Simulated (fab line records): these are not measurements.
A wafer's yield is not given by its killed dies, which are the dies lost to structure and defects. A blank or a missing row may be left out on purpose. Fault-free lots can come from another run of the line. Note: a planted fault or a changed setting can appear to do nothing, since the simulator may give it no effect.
Chamber matching :: flow n5Finfet :: N5_GATE_CUT_STRIP_41 on rieDiel-02 has 4 sister chambers
The step strips in CF4. 4 wafers are shown with their chamber, then 12 later ones without.

== EACH WAFER AND ITS CHAMBER ==
wafer: L088.1
chamber: 0
drypumpMotorCurrentA (A): 6.3

wafer: L088.3
chamber: 1
drypumpMotorCurrentA (A): 6.6

wafer: L088.5
chamber: 2
drypumpMotorCurrentA (A): 6.1

wafer: L088.6
chamber: 3
drypumpMotorCurrentA (A): 5.2

== WAFERS WITHOUT THEIR CHAMBER ==
wafer: L090.1
drypumpMotorCurrentA (A): 6.3

wafer: L090.3
drypumpMotorCurrentA (A): 5.2

wafer: L090.5
drypumpMotorCurrentA (A): 5.2

wafer: L094.1
drypumpMotorCurrentA (A): 6.1

wafer: L094.2
drypumpMotorCurrentA (A): 5.2

wafer: L094.3
drypumpMotorCurrentA (A): 6.6

wafer: L094.4
drypumpMotorCurrentA (A): 6.3

wafer: L094.5
drypumpMotorCurrentA (A): 5.2

wafer: L094.6
drypumpMotorCurrentA (A): 6.3

wafer: L097.3
drypumpMotorCurrentA (A): 6.6

wafer: L097.5
drypumpMotorCurrentA (A): 5.3

wafer: L097.6
drypumpMotorCurrentA (A): 6.3

== EACH ONE'S CHAMBER ==
wafer: L090.1
from the rows above: 0
in truth: 0

wafer: L090.3
from the rows above: 3
in truth: 3

wafer: L090.5
from the rows above: 3
in truth: 3

wafer: L094.1
from the rows above: 2
in truth: 2

wafer: L094.2
from the rows above: 3
in truth: 3

wafer: L094.3
from the rows above: 1
in truth: 1

wafer: L094.4
from the rows above: 0
in truth: 0

wafer: L094.5
from the rows above: 3
in truth: 3

wafer: L094.6
from the rows above: 0
in truth: 0

wafer: L097.3
from the rows above: 1
in truth: 1

wafer: L097.5
from the rows above: 3
in truth: 3

wafer: L097.6
from the rows above: 0
in truth: 0
12 of 12 placed correctly. Left unplaced by these rows: 0. Number placed wrongly: 0.
How it was worked out, from the rows above alone: a wafer's distance from a chamber is the root of the sum, over the readings, of the square of ((its reading less the chamber's mean) divided by the reading's scatter). If the next closest chamber is less than 2 further off than the closest, the wafer can't be placed; otherwise it belongs to the closest. The mean given for a chamber averages the wafers shown for that chamber. The scatter: with one shown wafer a chamber, the root of the mean of the squares of how far each hidden wafer lies from its nearest shown one.
